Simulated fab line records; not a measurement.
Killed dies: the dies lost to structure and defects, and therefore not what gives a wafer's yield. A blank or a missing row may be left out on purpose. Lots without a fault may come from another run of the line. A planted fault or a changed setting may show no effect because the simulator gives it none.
Comparing a struck lot with a sound one + flow n5-finfet + 36 out of 1938 route steps
Sound: wafers L325.2, L325.4, L325.5. Wafers struck: L322.2, L322.3, L322.5. Last of all comes the cause.
For every step that has rows: the tool of each side, followed by ch and its chambers, followed by its first start. Under that, the readings that differ: sound wafers + struck wafers + difference of the means + sigmas: that difference in standard deviations of wafers without a fault.
alike: a reading whose means differ by less than 2 such deviations, as well as words and numbers matching on both sides. not compared: withheld readings; readings where some wafer has no value; bounds like >300 that might hide an equal value; numbers whose values overlap and for which the record gives no deviation.
A row with sigmas, a row that says differs or no value, or rows on one side alone: a step with any of these is where the two part. Numbers that don't overlap but have no deviation are shown without sigmas and don't part them. A reading missing from all wafers of one side parts the sides only when that side holds two or more wafers.

first, 9 steps without rows for these wafers: N5_BEOL_M4_ANNEAL_95 (time 240 s); N5_BEOL_M4_SPUTTER_96 (material Cu, target thk 4.5 nm, time 8.29 s); N5_BEOL_M4_ECD_50 (material Cu, target thk 300 nm); N5_BEOL_M4_ANNEAL_51 (time 90 s); N5_BEOL_M4_CMP_52 (polishes, stops on SiOC, t overpolish 6.8 s, target thk 40 nm); N5_BEOL_M4_PRE_CLEAN_60 (time 15 s); N5_BEOL_M4_CO_CAP_55 (material Co, precursor CCTBA/H2, target thk 2 nm, time 102.1 s); N5_BEOL_M4_PRE_CLEAN_56 (time 15 s); N5_BEOL_M4_DEP_57 (deposits SiCN from 3MS/NH3, target thk 8 nm, time 14 s).
N5_BEOL_M4_RC_MEAS_101:
  sound on prober-01 ch 0, day 14 09:48; struck on prober-02 ch 0, day 14 07:23
| reading       | sound             | struck            | difference | sigmas |
|---------------|-------------------|-------------------|------------|--------|
| DIBL_P (mV/V) | 37.4 40.3 36.8    | 32.0 32.0 32.4    | -6.0       | -3     |
| SS_P (mV/dec) | 73.4 73.9 73.1    | 72.0 72.0 71.8    | -1.5       | -2     |
| VT_N (mV)     | 250.8 246.7 250.8 | 255.8 255.9 255.9 | +6.4       | +2     |
  alike: DIBL_N, IOFF_N, IOFF_P, ION_N, ION_P, SS_N, VT_P
then, 24 steps without rows for these wafers: N5_BEOL_M5_ILD_DEP_00 (deposits SiCOH lowk from DEMS/porogen, target thk 140.64 nm, time 25.9 s); N5_BEOL_M5_CURE_79 (cures SiCOH lowk, time 240 s); N5_BEOL_M5_PECVD_70 (deposits SiO2 from TEOS/O2, target thk 16 nm, time 18 s); N5_BEOL_M5_HM_DEP_02 (deposits TiN, target thk 20 nm); N5_BEOL_M5_COAT_59 (time 60 s, resist thk 60 nm); N5_BEOL_M5_COAT_60 (time 60 s, resist thk 12 nm); N5_BEOL_M5_COAT_71 (time 60 s, resist thk 5 nm); N5_BEOL_M5_COAT_05 (resist thk 30 nm); N5_BEOL_M5_EBR_07; N5_BEOL_M5_SOFTBAKE_06 (time 60 s); N5_BEOL_M5_EXPOSE_08 (exposes mask M5, target cd 28 nm); N5_BEOL_M5_PEB_09 (peb time 60 s); N5_BEOL_M5_DEVELOP_10 (develop time 30 s); N5_BEOL_M5_DESCUM_16 (chemistry O2, time 7 s); N5_BEOL_M5_ETCH_72 (etches underlayer in N2/H2, target depth 6.5 nm, time 5.2 s); N5_BEOL_M5_ETCH_61 (etches SiARC in CF4, target depth 15.6 nm, time 26 s); N5_BEOL_M5_ETCH_62 (etches SOC in N2/H2, target depth 75 nm, overetch 15 nm, time 112.5 s); N5_BEOL_M5_STRIP_63 (strips in N2/H2); N5_BEOL_M5_STRIP_73 (strips in N2/H2); N5_BEOL_M5_STRIP_64 (strips in CF4); N5_BEOL_M5_HM_OPEN_17 (chemistry Cl2/BCl3, target TiN, target depth 20 nm, overetch 6 nm); N5_BEOL_M5_STRIP_19 (strips in O2); N5_BEOL_M5_COAT_65 (time 60 s, resist thk 60 nm); N5_BEOL_M5_COAT_66 (time 60 s, resist thk 12 nm).
-- record jumps: 3 days separate the struck wafers' starts on either side; left off in module BEOL_M5, taken up again in module BEOL_M11, whose first shown step is the route's number 1590 --
N5_BEOL_M11_ALD_74: deposits TaN, target thk 2 nm, pulse time 2 s, purge time 3 s.
  sound on ald-metal-01 ch 0,1, day 17 07:13; struck on ald-metal-01 ch 0,1,3, day 17 00:41
  no value came back on the struck wafers for ald-cycles, chamber-pressure-Torr (Torr), heater-power-w (W), purge-time-s (s); on the sound wafers ald-cycles reads 40 40 40
  not compared: since-wet-clean-h
N5_PASSIVATION_PROBE_49:
  sound: prober-01 at day 19 11:13; struck: prober-01 at day 18 22:08
| reading                  | sound          | struck            | difference | sigmas      |
|--------------------------|----------------|-------------------|------------|-------------|
| defect-limited-yield (%) | 91.7 92.3 92.3 | 0 0 0             | -92        | -66         |
| killed_at_M4_up          | 7 6 5          | 1092 1110 1107    | +1097      | +99 or more |
| killed-dies              | 98 91 91       | 1180 1180 1180    | +1087      | +64         |
| killed-on-rim            | 16 11 13       | 152 152 152       | +139       | +36         |
| sort_bin_4_leakage (%)   | 0 0 0          | 91.27 92.88 92.97 | +92.37     | +99 or more |
| sort-n-pass              | 1082 1089 1089 | 0 0 0             | -1087      | -64         |
| sort-yield-pct (%)       | 91.7 92.3 92.3 | 0 0 0             | -92        | -66         |
  alike: killed_at_M0_to_M3, killed-at-contacts, killed-at-front-end, killed-at-other, killed-open, killed-short, sort_bin_5_function, sort_bin_6_memory

WHERE THEY PART
At N5_BEOL_M4_RC_MEAS_101 first; at N5_PASSIVATION_PROBE_49 last (within this record only).

WHY: the cause the simulator had injected
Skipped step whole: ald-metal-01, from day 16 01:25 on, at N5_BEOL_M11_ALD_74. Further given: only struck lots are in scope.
